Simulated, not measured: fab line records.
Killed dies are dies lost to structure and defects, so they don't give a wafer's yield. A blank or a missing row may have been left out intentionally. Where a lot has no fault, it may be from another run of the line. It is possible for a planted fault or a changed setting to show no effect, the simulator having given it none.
Chamber matching -- flow n5Finfet -- N5_BEOL_M6_STRIP_67 on rieDiel-02: 4 sister chambers
The step strips in CF4. 16 wafers are shown with their chamber, then 8 later ones without.

## WAFERS, EACH WITH ITS CHAMBER
wafer,chamber,throttleValvePct (%),oesProductAu (a.u.),showerheadPlenumPTorr (Torr)
L074.1,3,13.70,0.71,1.76
L074.2,1,13.12,0.81,1.74
L074.5,1,13.15,0.81,1.74
L075.3,1,13.11,0.81,1.74
L075.4,3,13.70,0.71,1.76
L075.5,2,13.12,0.88,1.78
L077.3,1,13.15,0.81,1.74
L077.4,0,13.68,0.90,1.77
L077.5,2,13.14,0.88,1.77
L084.3,2,13.15,0.86,1.77
L084.5,0,13.70,0.87,1.76
L084.6,1,13.18,0.79,1.73
L086.3,3,13.78,0.70,1.75
L086.4,0,13.72,0.86,1.76
L086.5,0,13.71,0.86,1.76
L091.1,2,13.19,0.83,1.77

SIGNATURES, as means of the wafers listed above
reading,chamber 0,chamber 1,chamber 2,chamber 3,scatter within a chamber
throttleValvePct,13.7025,13.1420,13.1500,13.7267,0.03
oesProductAu,0.8725,0.8060,0.8625,0.7067,0.0162
showerheadPlenumPTorr,1.7625,1.7380,1.7725,1.7567,0.00497
Rule: a wafer's distance from a chamber is the root of the sum, over the readings, of the square of ((its reading less the chamber's mean) divided by the reading's scatter). If the next closest chamber is less than 2 further off than the closest, the wafer can't be placed; otherwise it belongs to the closest. The scatter: the root of (the sum of the squares of (reading less its chamber's mean) over the shown wafers, divided by (wafers less chambers)).

## WAFERS MISSING THEIR CHAMBER
wafer,throttleValvePct (%),oesProductAu (a.u.),showerheadPlenumPTorr (Torr)
L091.3,13.74,0.85,1.76
L091.6,13.23,0.77,1.73
L095.4,13.21,0.82,1.77
L095.5,13.23,0.77,1.73
L095.6,13.74,0.84,1.75
L096.1,13.84,0.68,1.74
L096.3,13.24,0.82,1.76
L096.5,13.25,0.82,1.76

## THE CHAMBER EACH PASSED THROUGH
wafer,from the rows above,in truth
L091.3,0,0
L091.6,1,1
L095.4,2,2
L095.5,1,1
L095.6,0,0
L096.1,3,3
L096.3,can't be placed: 2 or 1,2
L096.5,can't be placed: 2 or 1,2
6 of 8 placed correctly. Unplaceable from these rows: 2, with the true chamber sitting among the candidates in 2. Placed wrongly: 0.
